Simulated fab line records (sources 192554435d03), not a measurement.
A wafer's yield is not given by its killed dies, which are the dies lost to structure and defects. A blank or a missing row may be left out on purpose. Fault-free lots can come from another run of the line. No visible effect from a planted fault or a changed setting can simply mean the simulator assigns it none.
fab line records	flow n5-finfet
record: lots: 7	wafers: 21	last-day: 20
route steps=1938 shown BEOL_M9@1407
lots with no fault: from the same line, run without faults
start-h: the number of hours between the record's first day and the start of the first shown wafer of the lot	wait-h: hours elapsed since this lot's preceding step	" as in the row above	L1.1+2: a single row standing in for several wafers	- no value, or no start was given	* or withheld: withheld	< > ~ a bound
route shown NAME@n: names a module that has steps shown in the file, with the first one's number in the route	usual: mean/standard deviation of fault-free wafers	same: alike in all rows	chamber/n: place in a boat	sites: each site's reading	_std_site: how widely they spread, as a standard deviation	_edge_site: outer sites' mean less inner sites'	radius-mm: for every site, how far away it sits from the centre of the wafer	mask NAME#n: copy n	behind: tool/chamber where the wafer was last shaped	hold: why the lot was held/for how many hours/how that ended	device: the transistor (n, p or np) that didn't switch	end of line: the tests these same wafers got at the end of their route	a step given without rows: its recipe and nothing more	killed: dies that structure and defects cost at the first sort, which is not the same as the wafer's yield	map: a wafer's dies, marking killed ones x, the rest . and places with no die _
set.NAME: the setting that was run; set.NAME@STEP: the one run at that earlier step	model.NAME: the simulator's own value behind a step, which no gauge read
lots at selected steps of the route; one table per step, one row per wafer
services: when a tool's chamber went out of use (start-h, in hours from the record's first day, below 0 if earlier), for how many hours, and the reason
== steps ==
step: N5_BEOL_M9_COAT_60
recipe: resist: SiARC	temp-c: 220	time-s: 60	spin-rpm: 1500	resist-thk-nm: 30
step: N5_BEOL_M9_COAT_05
recipe: resist: CAR-ArF	spin-rpm: 1500	resist-thk-nm: 90
step: N5_BEOL_M9_EBR_07
recipe: solvent: PGMEA	ebr-width-mm: 1.5
step: N5_BEOL_M9_SOFTBAKE_06
recipe: temp-c: 110	time-s: 60	resist: CAR-ArF
step: N5_BEOL_M9_EXPOSE_08
recipe: mask-id: M9	na: 1.35	source-shape: dipole	sigma-inner: 0.411	sigma-outer: 0.611	polarization: te	dose-mj: 53.75
step: N5_BEOL_M9_PEB_09
recipe: peb-temp-c: withheld	peb-time-s: 60	resist: CAR-ArF
step: N5_BEOL_M9_DEVELOP_10
recipe: develop-time-s: 30	developer: TMAH	resist: CAR-ArF	rinse-liquid: diw	dry: air-spin	dev-temp-c: 23
step: N5_BEOL_M9_CD_MEAS_11
recipe: target-cd-nm: 64.1	landing-energy-ev: 500	detector: se-inlens	polarity: opening
usual: cd-nm: 64.2/0.44
lot.wafer	tool	chamber	start-h	wait-h	cd-nm
L450.2	cd-sem-01	0	248.32	-	65.0
L450.3	"	0	"	"	64.8
L450.4	"	0	"	"	64.2
L456.1	cd-sem-01	0	317.16	-	64.2
L456.2	"	0	"	"	63.5
L456.3	"	0	"	"	63.7
L459.2	cd-sem-03	0	326.13	-	63.9
L459.4	"	0	"	"	63.7
L459.6	"	0	"	"	64.1
L457.1	cd-sem-02	0	337.98	-	64.2
L457.4	"	0	"	"	64.1
L457.5	"	0	"	"	63.4
L462.1	cd-sem-01	0	350.94	-	64.3
L462.3	"	0	"	"	63.8
L462.5	"	0	"	"	64.0
L464.1	cd-sem-03	0	365.09	-	64.5
L464.4	"	0	"	"	64.7
L464.6	"	0	"	"	64.4
L471.3	cd-sem-02	0	411.56	-	64.4
L471.5	"	0	"	"	64.8
L471.6	"	0	"	"	64.7
step: N5_BEOL_M9_OVL_MEAS_12
recipe: points-per-wafer: 44
usual: M9_OVL: 0.2/0.73
lot.wafer	tool	chamber	start-h	wait-h	M9_OVL[nm]
L450.2	overlay-01	0	248.35	0.0	1.3
L450.3	"	0	"	"	0.4
L450.4	"	0	"	"	0.8
L456.1	overlay-01	0	317.19	0.0	-1.5
L456.2	"	0	"	"	0.0
L456.3	"	0	"	"	-1.5
L459.2	overlay-01	0	326.16	0.0	0.9
L459.4	"	0	"	"	0.6
L459.6	"	0	"	"	-0.1
L457.1	overlay-01	0	338.01	0.0	-0.6
L457.4	"	0	"	"	0.5
L457.5	"	0	"	"	-0.6
L462.1	overlay-01	0	350.97	0.0	0.8
L462.3	"	0	"	"	1.4
L462.5	"	0	"	"	1.7
L464.1	overlay-02	0	365.12	0.0	-0.1
L464.4	"	0	"	"	1.1
L464.6	"	0	"	"	0.7
L471.3	overlay-01	0	411.59	0.0	-1.2
L471.5	"	0	"	"	-0.6
L471.6	"	0	"	"	0.5
step: N5_BEOL_M9_INSPECT_13
recipe: mode: adi	inspect-instrument: brightfield
usual: raw-defect-count: 388/81
lot.wafer	tool	chamber	start-h	wait-h	raw-defect-count
L450.2	defect-inspect-01	-	248.37	0.0	383
L450.3	"	-	"	"	342
L450.4	"	-	"	"	408
L456.1	defect-inspect-02	-	317.22	0.0	507
L456.2	"	-	"	"	387
L456.3	"	-	"	"	312
L459.2	defect-inspect-02	-	326.18	0.0	265
L459.4	"	-	"	"	291
L459.6	"	-	"	"	241
L457.1	defect-inspect-02	-	338.04	0.0	378
L457.4	"	-	"	"	352
L457.5	"	-	"	"	431
L462.1	defect-inspect-01	-	350.99	0.0	411
L462.3	"	-	"	"	351
L462.5	"	-	"	"	408
L464.1	defect-inspect-02	-	365.15	0.0	407
L464.4	"	-	"	"	428
L464.6	"	-	"	"	271
L471.3	defect-inspect-01	-	411.61	0.0	344
L471.5	"	-	"	"	322
L471.6	"	-	"	"	280
step: N5_BEOL_M9_DESCUM_16
recipe: chemistry: O2	time-s: 7.9	source-power-w: 50	bias-power-w: 20	pressure-mtorr: 20	rf-frequency-hz: 2.712e+07	temp-c: 40	resist: CAR-ArF	o2-flow-sccm: 225
usual: chamber-pressure-mTorr: 19.999/0.017	drypump-motor-current-A: 5.7/0.33	oes-product-au: 0.78/0.095	rf-vpp-V: 242.7/1.5	showerhead-plenum-p-Torr: 2.06/0.09	temp-c: 40.00/0.11	throttle-valve-pct: 20.42/0.26
lot.wafer	tool	chamber	start-h	wait-h	chamber-pressure-mTorr	drypump-motor-current-A	oes-product-au	rf-hours-counter-h	rf-vpp-V	showerhead-plenum-p-Torr	temp-c	throttle-valve-pct
L450.2	rie-diel-02	2	248.55	0.2	19.983	6.1	0.76	163	243.4	2.17	40.10	20.07
L450.3	"	1	"	"	19.990	5.8	0.91	23	244.0	2.14	40.01	20.27
L450.4	"	1	"	"	19.980	5.8	0.91	-	243.2	2.14	40.00	20.28
L456.1	rie-diel-06	0	317.25	0.0	19.983	5.9	0.69	225	240.4	1.98	40.09	20.65
L456.2	"	1	"	"	19.995	5.6	0.85	48	242.4	2.03	39.77	20.50
L456.3	"	3	"	"	19.997	5.7	0.66	254	242.4	2.04	39.98	20.90
L459.2	rie-diel-06	1	326.35	0.2	19.997	5.6	0.86	52	243.8	2.03	39.66	20.50
L459.4	"	0	"	"	19.998	5.9	0.70	-	242.4	1.98	40.16	20.66
L459.6	"	1	"	"	20.009	5.6	0.86	-	242.5	2.03	39.88	20.48
L457.1	rie-diel-06	1	338.07	0.0	20.025	5.6	0.84	57	241.5	2.03	40.05	20.48
L457.4	"	2	"	"	20.019	6.1	0.93	-	245.7	2.22	39.97	19.96
L457.5	"	0	"	"	20.004	5.9	0.69	-	241.7	1.97	39.90	20.67
L462.1	rie-diel-02	3	351.02	0.0	19.996	5.2	0.77	152	239.9	1.92	40.09	20.38
L462.3	"	2	"	"	20.005	6.1	0.73	192	244.9	2.16	40.17	20.11
L462.5	"	3	"	"	19.997	5.1	0.76	-	241.9	1.92	40.02	20.39
L464.1	rie-diel-05	3	365.37	0.2	19.977	5.7	0.88	36	244.2	2.13	40.03	20.55
L464.4	"	2	"	"	20.012	5.2	0.71	197	241.2	1.99	39.95	21.03
L464.6	"	2	"	"	20.004	5.2	0.72	-	240.5	1.99	39.82	21.04
L471.3	rie-diel-06	3	411.65	0.0	20.020	5.7	0.92	23	242.8	2.03	39.93	20.51
L471.5	"	3	"	"	20.000	5.7	0.92	-	242.6	2.03	39.90	20.51
L471.6	"	2	"	"	19.989	6.1	0.87	-	246.3	2.21	40.06	20.00
step: N5_BEOL_M9_ETCH_61
recipe: chemistry: CF4	target: SiARC	target-depth-a: 390	mask-material: CAR-ArF	time-s: 65	ion-energy-ev: 80	pressure-mtorr: 40	source-w: 545	bias-w: 36	Ar_flow_sccm: 100	cf4-flow-sccm: 100	ends: cleared
usual: chamber-pressure-mTorr: 40.00/0.038	drypump-motor-current-A: 5.7/0.33	etch-rf-on-time-s: 64.7/0.92	oes-product-au: 0.67/0.082	rf-vpp-V: 183.9/1.3	showerhead-plenum-p-Torr: 2.12/0.087	throttle-valve-pct: 15.65/0.25
lot.wafer	tool	chamber	start-h	wait-h	chamber-pressure-mTorr	drypump-motor-current-A	etch-rf-on-time-s	oes-product-au	rf-hours-counter-h	rf-vpp-V	showerhead-plenum-p-Torr	throttle-valve-pct
L450.2	rie-diel-02	2	248.59	0.0	39.99	6.1	64.6	0.64	163	184.2	2.22	15.34
L450.3	"	1	"	"	39.98	5.8	63.7	0.77	24	183.5	2.19	15.41
L450.4	"	1	"	"	40.03	5.8	63.4	0.78	-	182.6	2.19	15.41
L456.1	rie-diel-06	0	317.28	0.0	40.00	5.9	66.1	0.59	225	183.4	2.04	15.89
L456.2	"	1	"	"	39.99	5.6	63.9	0.74	48	183.1	2.09	15.65
L456.3	"	3	"	"	40.04	5.7	66.2	0.56	254	183.2	2.11	16.20
L459.2	rie-diel-06	1	326.38	0.0	39.99	5.6	64.0	0.73	52	183.9	2.09	15.65
L459.4	"	0	"	"	40.05	5.9	66.9	0.59	-	182.9	2.03	15.88
L459.6	"	1	"	"	40.01	5.6	64.1	0.74	-	184.1	2.09	15.65
L457.1	rie-diel-06	1	338.11	0.0	40.00	5.6	64.1	0.72	57	183.9	2.09	15.63
L457.4	"	2	"	"	40.04	6.1	64.2	0.81	-	185.6	2.28	15.17
L457.5	"	0	"	"	40.02	5.9	65.9	0.60	-	182.6	2.03	15.91
L462.1	rie-diel-02	3	351.06	0.0	40.02	5.2	63.7	0.65	152	182.1	1.98	15.67
L462.3	"	2	"	"	39.97	6.1	65.1	0.61	192	185.7	2.21	15.41
L462.5	"	3	"	"	39.94	5.1	63.4	0.65	-	182.5	1.98	15.66
L464.1	rie-diel-05	3	365.41	0.0	40.06	5.7	63.3	0.77	36	185.9	2.18	15.66
L464.4	"	2	"	"	40.05	5.2	65.0	0.61	197	184.1	2.04	16.16
L464.6	"	2	"	"	39.98	5.2	64.6	0.61	-	183.5	2.04	16.18
L471.3	rie-diel-06	3	411.68	0.0	39.98	5.7	64.5	0.79	23	183.5	2.10	15.70
L471.5	"	3	"	"	40.04	5.7	64.6	0.79	-	183.7	2.10	15.73
L471.6	"	2	"	"	40.03	6.0	63.3	0.76	-	186.0	2.27	15.22
step: N5_BEOL_M9_ETCH_62
recipe: chemistry: N2/H2	target: SOC	target-depth-a: 1100	overetch-a: 220	mask-material: SiARC	temp-c: 40	time-s: 165	ion-energy-ev: 200	pressure-mtorr: 30	source-w: 840	bias-w: 150	n2-flow-sccm: 200	h2-flow-sccm: 200
usual: chamber-pressure-mTorr: 30.000/0.027	drypump-motor-current-A: 5.7/0.33	oes-product-au: 0.67/0.078	rf-vpp-V: 523/3.1	showerhead-plenum-p-Torr: 2.51/0.11	temp-c: 40.00/0.12	throttle-valve-pct: 17.89/0.26
lot.wafer	tool	chamber	start-h	wait-h	chamber-pressure-mTorr	drypump-motor-current-A	oes-product-au	rf-hours-counter-h	rf-vpp-V	showerhead-plenum-p-Torr	temp-c	throttle-valve-pct	model.SiARC_of_BEOL_M9_COAT_60.thk-nm
L450.2	rie-diel-02	2	248.64	0.0	30.019	6.1	0.63	163	526	2.65	39.88	17.61	23.4
L450.3	"	1	"	"	30.003	5.8	0.77	24	525	2.60	39.97	17.75	23.2
L450.4	"	1	"	"	30.004	5.8	0.76	-	525	2.60	39.86	17.75	23.4
L456.1	rie-diel-06	0	317.33	0.0	30.004	5.9	0.64	225	521	2.41	39.90	18.19	24
L456.2	"	1	"	"	29.998	5.6	0.78	48	523	2.48	40.04	17.97	24
L456.3	"	3	"	"	30.028	5.7	0.61	254	522	2.49	40.04	18.37	24
L459.2	rie-diel-06	1	326.43	0.0	30.040	5.6	0.78	52	521	2.48	39.94	17.96	24
L459.4	"	0	"	"	29.995	5.9	0.64	-	519	2.41	40.12	18.19	24.2
L459.6	"	1	"	"	30.021	5.6	0.78	-	521	2.48	39.93	17.96	24
L457.1	rie-diel-06	1	338.16	0.0	29.999	5.6	0.78	57	522	2.48	40.00	17.97	24.2
L457.4	"	2	"	"	29.994	6.1	0.86	-	529	2.72	39.99	17.46	24
L457.5	"	0	"	"	29.975	5.9	0.64	-	520	2.41	40.07	18.21	24.4
L462.1	rie-diel-02	3	351.11	0.0	30.015	5.1	0.65	152	518	2.33	40.09	17.76	23.4
L462.3	"	2	"	"	29.930	6.1	0.62	192	526	2.64	40.09	17.66	23.4
L462.5	"	3	"	"	29.975	5.2	0.65	-	518	2.33	39.87	17.77	23.4
L464.1	rie-diel-05	3	365.46	0.0	30.024	5.7	0.75	36	525	2.59	39.97	17.96	23.2
L464.4	"	2	"	"	30.006	5.2	0.61	197	521	2.43	39.89	18.54	23.6
L464.6	"	2	"	"	29.984	5.2	0.61	-	521	2.43	40.03	18.54	23.4
L471.3	rie-diel-06	3	411.73	0.0	29.976	5.7	0.78	23	522	2.48	40.01	17.94	23.6
L471.5	"	3	"	"	29.996	5.7	0.78	-	521	2.48	40.21	17.93	23.8
L471.6	"	2	"	"	30.006	6.1	0.74	-	528	2.70	40.06	17.51	23.6
step: N5_BEOL_M9_STRIP_68
recipe: chemistry: N2/H2	temp-c: 40	n2-flow-sccm: 200	h2-flow-sccm: 200	rf-frequency-hz: 6e+07
== services ==
tool	chamber	start-h	hours	kind
rie-diel-02	3	245.31	7.2	repair
rie-diel-02	1	304.26	7.9	repair
rie-diel-06	2	306.74	-	clean
rie-diel-06	2	306.74	-	consumable-replace:focus-ring
rie-diel-06	2	306.74	-	consumable-replace:showerhead
rie-diel-06	2	306.74	12.8	scheduled-down
rie-diel-06	2	306.74	12.8	vent-cycle
rie-diel-06	3	318.44	5.6	repair
rie-diel-06	3	324.08	-	clean
rie-diel-06	3	324.08	-	consumable-replace:focus-ring
rie-diel-06	3	324.08	20.3	scheduled-down
rie-diel-06	3	324.08	20.3	vent-cycle
rie-diel-02	-	356.59	0.6	repair
rie-diel-02	1	381.87	25.8	repair
rie-diel-05	-	387.54	2.8	pm
rie-diel-06	0	388.10	-	clean
rie-diel-06	0	388.10	-	consumable-replace:focus-ring
rie-diel-06	0	388.10	-	consumable-replace:showerhead
rie-diel-06	0	388.10	20.7	scheduled-down
rie-diel-06	0	388.10	20.7	vent-cycle
== key ==
first-sign none at tools or gauges
model-effect: step: N5_BEOL_M9_ETCH_62	value: SiARC_of_BEOL_M9_COAT_60.thk-nm	without: 23.64	struck: 24.09
met-at N5_BEOL_M9_ETCH_62
struck-wafers L456.1,L456.2,L456.3,L457.1,L457.4,L457.5,L459.2,L459.4,L459.6
sort-left-out L456.1,L456.2,L456.3,L457.1,L457.4,L457.5,L459.2,L459.4,L459.6
fault: kind: process-parameter-drift	tool: rie-diel-06	chamber: -	onset-h: 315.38	steps: N5_BEOL_M9_ETCH_62	channel: time-s	offset: *	shape: step	end-h: 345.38	acts-in: *	stated: *
sort-left-out: the simulated sort isn't trusted on such a fault, so these wafers' sort isn't shown, and their yield isn't known
